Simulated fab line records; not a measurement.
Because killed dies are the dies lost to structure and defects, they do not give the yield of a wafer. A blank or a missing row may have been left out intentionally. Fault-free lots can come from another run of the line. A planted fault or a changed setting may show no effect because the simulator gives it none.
Chamber matching :: flow n5-finfet :: N5_BEOL_M13_ETCH_38 on rie-diel-04: 4 sister chambers
The step etches SiCN in CF4/N2, target depth 67.5 nm, time 71.9 s. 16 wafers are shown with their chamber, then 8 later ones without.

== EACH WAFER AND ITS CHAMBER ==
wafer: L077.2
chamber: 0
showerhead-plenum-p-Torr (Torr): 2.15
throttle-valve-pct (%): 15.07
oes-product-au (a.u.): 0.88

wafer: L077.3
chamber: 1
showerhead-plenum-p-Torr (Torr): 2.18
throttle-valve-pct (%): 15.60
oes-product-au (a.u.): 0.69

wafer: L077.6
chamber: 1
showerhead-plenum-p-Torr (Torr): 2.18
throttle-valve-pct (%): 15.61
oes-product-au (a.u.): 0.68

wafer: L078.2
chamber: 1
showerhead-plenum-p-Torr (Torr): 2.18
throttle-valve-pct (%): 15.60
oes-product-au (a.u.): 0.68

wafer: L078.3
chamber: 0
showerhead-plenum-p-Torr (Torr): 2.15
throttle-valve-pct (%): 15.09
oes-product-au (a.u.): 0.87

wafer: L078.5
chamber: 1
showerhead-plenum-p-Torr (Torr): 2.18
throttle-valve-pct (%): 15.60
oes-product-au (a.u.): 0.69

wafer: L079.1
chamber: 2
showerhead-plenum-p-Torr (Torr): 2.12
throttle-valve-pct (%): 15.55
oes-product-au (a.u.): 0.81

wafer: L079.4
chamber: 0
showerhead-plenum-p-Torr (Torr): 2.15
throttle-valve-pct (%): 15.10
oes-product-au (a.u.): 0.86

wafer: L079.6
chamber: 3
showerhead-plenum-p-Torr (Torr): 2.23
throttle-valve-pct (%): 15.44
oes-product-au (a.u.): 0.86

wafer: L081.2
chamber: 0
showerhead-plenum-p-Torr (Torr): 2.14
throttle-valve-pct (%): 15.10
oes-product-au (a.u.): 0.86

wafer: L081.3
chamber: 3
showerhead-plenum-p-Torr (Torr): 2.23
throttle-valve-pct (%): 15.45
oes-product-au (a.u.): 0.86

wafer: L081.4
chamber: 2
showerhead-plenum-p-Torr (Torr): 2.12
throttle-valve-pct (%): 15.54
oes-product-au (a.u.): 0.80

wafer: L083.1
chamber: 0
showerhead-plenum-p-Torr (Torr): 2.14
throttle-valve-pct (%): 15.12
oes-product-au (a.u.): 0.85

wafer: L083.3
chamber: 1
showerhead-plenum-p-Torr (Torr): 2.18
throttle-valve-pct (%): 15.61
oes-product-au (a.u.): 0.67

wafer: L083.6
chamber: 1
showerhead-plenum-p-Torr (Torr): 2.18
throttle-valve-pct (%): 15.62
oes-product-au (a.u.): 0.68

wafer: L084.1
chamber: 1
showerhead-plenum-p-Torr (Torr): 2.18
throttle-valve-pct (%): 15.63
oes-product-au (a.u.): 0.67

SIGNATURES (means of the wafers above)
reading: showerhead-plenum-p-Torr
chamber 0: 2.1460
chamber 1: 2.1800
chamber 2: 2.1200
chamber 3: 2.2300
scatter within a chamber: 0.00316

reading: throttle-valve-pct
chamber 0: 15.0960
chamber 1: 15.6100
chamber 2: 15.5450
chamber 3: 15.4450
scatter within a chamber: 0.0136

reading: oes-product-au
chamber 0: 0.8640
chamber 1: 0.6800
chamber 2: 0.8050
chamber 3: 0.8600
scatter within a chamber: 0.00899
Rule: for a wafer and a chamber, the distance is found by dividing, reading by reading, the gap between the wafer's reading and the chamber's mean by the reading's scatter, squaring, summing and taking the root. If the next closest chamber is less than 2 further off than the closest, the wafer can't be placed; otherwise it belongs to the closest. The scatter: take each reading less its chamber's mean, square it, sum over the shown wafers, divide by the number of wafers less the number of chambers, and take the root.

== WAFERS WITHOUT THEIR CHAMBER ==
wafer: L084.5
showerhead-plenum-p-Torr (Torr): 2.14
throttle-valve-pct (%): 15.11
oes-product-au (a.u.): 0.85

wafer: L084.6
showerhead-plenum-p-Torr (Torr): 2.18
throttle-valve-pct (%): 15.62
oes-product-au (a.u.): 0.67

wafer: L090.3
showerhead-plenum-p-Torr (Torr): 2.14
throttle-valve-pct (%): 15.14
oes-product-au (a.u.): 0.82

wafer: L090.4
showerhead-plenum-p-Torr (Torr): 2.22
throttle-valve-pct (%): 15.49
oes-product-au (a.u.): 0.83

wafer: L090.6
showerhead-plenum-p-Torr (Torr): 2.11
throttle-valve-pct (%): 15.58
oes-product-au (a.u.): 0.78

wafer: L094.1
showerhead-plenum-p-Torr (Torr): 2.18
throttle-valve-pct (%): 15.13
oes-product-au (a.u.): 0.92

wafer: L094.5
showerhead-plenum-p-Torr (Torr): 2.18
throttle-valve-pct (%): 15.15
oes-product-au (a.u.): 0.92

wafer: L094.6
showerhead-plenum-p-Torr (Torr): 2.22
throttle-valve-pct (%): 15.49
oes-product-au (a.u.): 0.82

== EACH ONE'S CHAMBER ==
wafer: L084.5
from the rows above: 0
in truth: 0

wafer: L084.6
from the rows above: 1
in truth: 1

wafer: L090.3
from the rows above: 0
in truth: 0

wafer: L090.4
from the rows above: 3
in truth: 3

wafer: L090.6
from the rows above: 2
in truth: 2

wafer: L094.1
from the rows above: 0
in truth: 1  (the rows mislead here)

wafer: L094.5
from the rows above: 0
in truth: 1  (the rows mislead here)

wafer: L094.6
from the rows above: 3
in truth: 3
Correctly placed: 6 of 8. From these rows, 0 cannot be placed. Number placed wrongly: 2.
